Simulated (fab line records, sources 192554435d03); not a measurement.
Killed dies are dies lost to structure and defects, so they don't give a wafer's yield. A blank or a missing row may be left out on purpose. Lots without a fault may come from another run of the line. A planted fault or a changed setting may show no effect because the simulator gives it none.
Chamber matching | flow n5_finfet | N5_BEOL_M2_ETCHBACK_99 on rie_diel-02: 4 sister chambers
The step etches SiO2 in CHF3, target depth 5 nm, time 10.4 s. 4 wafers are shown with their chamber, then 9 later ones without.

WAFERS WITH THEIR CHAMBER
wafer  | chamber | showerhead_plenum_p_Torr (Torr)
L078.5 | 2       | 2.30
L084.5 | 1       | 2.05
L089.1 | 0       | 2.03
L089.5 | 3       | 2.03

WAFERS WITHOUT THEIR CHAMBER
wafer  | showerhead_plenum_p_Torr (Torr)
L090.1 | 2.29
L090.3 | 2.03
L090.4 | 2.03
L092.1 | 2.29
L092.2 | 2.03
L092.3 | 2.03
L095.2 | 2.31
L095.3 | 2.02
L095.4 | 2.02

WHICH CHAMBER EACH WENT THROUGH
wafer  | from the rows above     | in truth
L090.1 | 2                       | 2
L090.3 | can't be placed: 0 or 3 | 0
L090.4 | can't be placed: 0 or 3 | 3
L092.1 | 2                       | 2
L092.2 | can't be placed: 0 or 3 | 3
L092.3 | can't be placed: 0 or 3 | 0
L095.2 | 2                       | 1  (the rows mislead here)
L095.3 | can't be placed: 0 or 3 | 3
L095.4 | can't be placed: 0 or 3 | 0
Placed correctly: 2 of 9. Can't be placed from these rows: 6 (the true chamber is among the candidates in 6). Placed wrongly: 1.
How it was worked out, from the rows above alone: a wafer's distance from a chamber is the root of the sum, over the readings, of the square of ((its reading less the chamber's mean) divided by the reading's scatter). The wafer belongs to the nearest chamber; if the next one is less than 2 further off, it can't be placed. A chamber's mean is the mean of its shown wafers. The scatter: with one shown wafer a chamber, the root of the mean of the squares of how far each hidden wafer lies from its nearest shown one.
